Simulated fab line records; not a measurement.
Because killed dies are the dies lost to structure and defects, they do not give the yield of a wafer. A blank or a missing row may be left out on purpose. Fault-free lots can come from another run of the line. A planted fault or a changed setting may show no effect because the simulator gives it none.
Struck lot and sound lot, side by side	flow n5 finfet	15 out of 1938 route steps
Sound: wafers L574.3, L574.4, L574.5. Struck: wafer L582.2 (L582.1, L582.3, from the same lot, were not struck and are left out); the cause is given at the end.
Each step with rows lists, per side, the tool, then ch with its chambers, then its first start. Under that, the readings that differ: sound wafers	struck wafers	difference of the means	sigmas: that difference in standard deviations of wafers without a fault.
alike: words and numbers the same on both sides, and readings whose means are apart by under 2 such deviations; not compared: readings that were withheld, readings missing a value for some wafer, numbers with overlapping values and no deviation given by the record, and bounds like >300 which may hide the same value.
A row with sigmas, a row that says differs or no value, or rows on one side alone: a step with any of these is where the two part. Non-overlapping numbers with no deviation appear without sigmas and do not part them. Lack of a reading on every wafer of one side parts them only where that side has two or more wafers.

first, 8 steps without rows for these wafers: N5_BEOL_M10_COAT_63 (time 60 s, resist thk 100 nm); N5_BEOL_M10_COAT_64 (time 60 s, resist thk 30 nm); N5_BEOL_M10_COAT_22 (resist thk 90 nm); N5_BEOL_M10_EBR_24; N5_BEOL_M10_SOFTBAKE_23 (time 60 s); N5_BEOL_M10_EXPOSE_25 (exposes mask V9); N5_BEOL_M10_PEB_26 (peb time 60 s); N5_BEOL_M10_DEVELOP_27 (develop time 30 s).
N5_BEOL_M10_CD_MEAS_28: the cd target is 70 nm.
  sound on cd sem-01 ch 0, day 11 00:57; struck on cd sem-01 ch 0, day 13 07:01
  alike: cd nm
N5_BEOL_M10_OVL_MEAS_29:
  sound on overlay-01 ch 0, day 11 00:59; struck on overlay-01 ch 0, day 13 07:02
reading	sound	struck	difference	sigmas
V9_OVL (nm)	0.0 -0.2 -0.4	1.3	+1.5	+2
N5_BEOL_M10_INSPECT_30: inspects for defects (brightfield).
  sound: defect inspect-01 at day 11 01:00; struck: defect inspect-01 at day 13 07:04
  alike: raw defect count
N5_BEOL_M10_DESCUM_33: chemistry O2, time 7.9 s.
  sound on rie diel-01 ch 1,2,3, day 11 01:02; struck on rie diel-02 ch 2, day 13 07:06
  alike: drypump motor current A, oes product au, rf vpp V, showerhead plenum p Torr, throttle valve pct
  not compared: rf hours counter h
N5_BEOL_M10_ETCH_65: etches SiARC in CF4, target depth 39 nm, time 65 s.
  sound on rie diel-01 ch 1,2,3, day 11 01:04; struck on rie diel-02 ch 2, day 13 07:08
reading	sound	struck	difference	sigmas
etch rf on time s (s)	64.8 65.7 67.0	85.8	+20.0	+8
showerhead plenum p Torr (Torr)	2.14 2.07 2.08	2.25	+0.15	+2
  alike: drypump motor current A, oes product au, rf vpp V, throttle valve pct
  not compared: rf hours counter h
N5_BEOL_M10_ETCH_66: etches SOC in N2/H2, target depth 120 nm, overetch 24 nm, time 180 s.
  sound on rie diel-01 ch 1,2,3, day 11 01:07; struck on rie diel-02 ch 2, day 13 07:11
  alike: drypump motor current A, h2 flow sccm, oes product au, rf vpp V, showerhead plenum p Torr, throttle valve pct
  not compared: rf hours counter h
-- a jump in the record: the struck wafers' starts before and after are 2 days apart (it breaks off in module BEOL_M10 and resumes in module PASSIVATION, where the first step shown is number 1936 of the route) --
N5_PASSIVATION_PROBE_49:
  sound: prober-02 at day 13 07:29; struck: prober-01 at day 15 17:42
reading	sound	struck	difference	sigmas
defect limited yield (%)	90.3 90.2 90.3	93.8	+3.5	+3
killed dies	115 116 115	73	-42	-3
killed short	41 34 46	21	-19	-2
sort_bin_5_function (%)	4.5 5.3 5.3	3.3	-1.7	-2
sort_bin_6_memory (%)	4.1 4.5 4.2	2.6	-1.7	-2
sort n pass	1065 1064 1065	1107	+42	+2
  alike: killed_at_M0_to_M3, killed_at_M4_up, killed at contacts, killed at front end, killed at other, killed open, sort_bin_4_leakage, sort_bin_8_speed, sort yield pct

== WHERE THEY PART ==
First at N5_BEOL_M10_OVL_MEAS_29; last, within this record, at N5_PASSIVATION_PROBE_49.

WHY: what had been put in by the simulator
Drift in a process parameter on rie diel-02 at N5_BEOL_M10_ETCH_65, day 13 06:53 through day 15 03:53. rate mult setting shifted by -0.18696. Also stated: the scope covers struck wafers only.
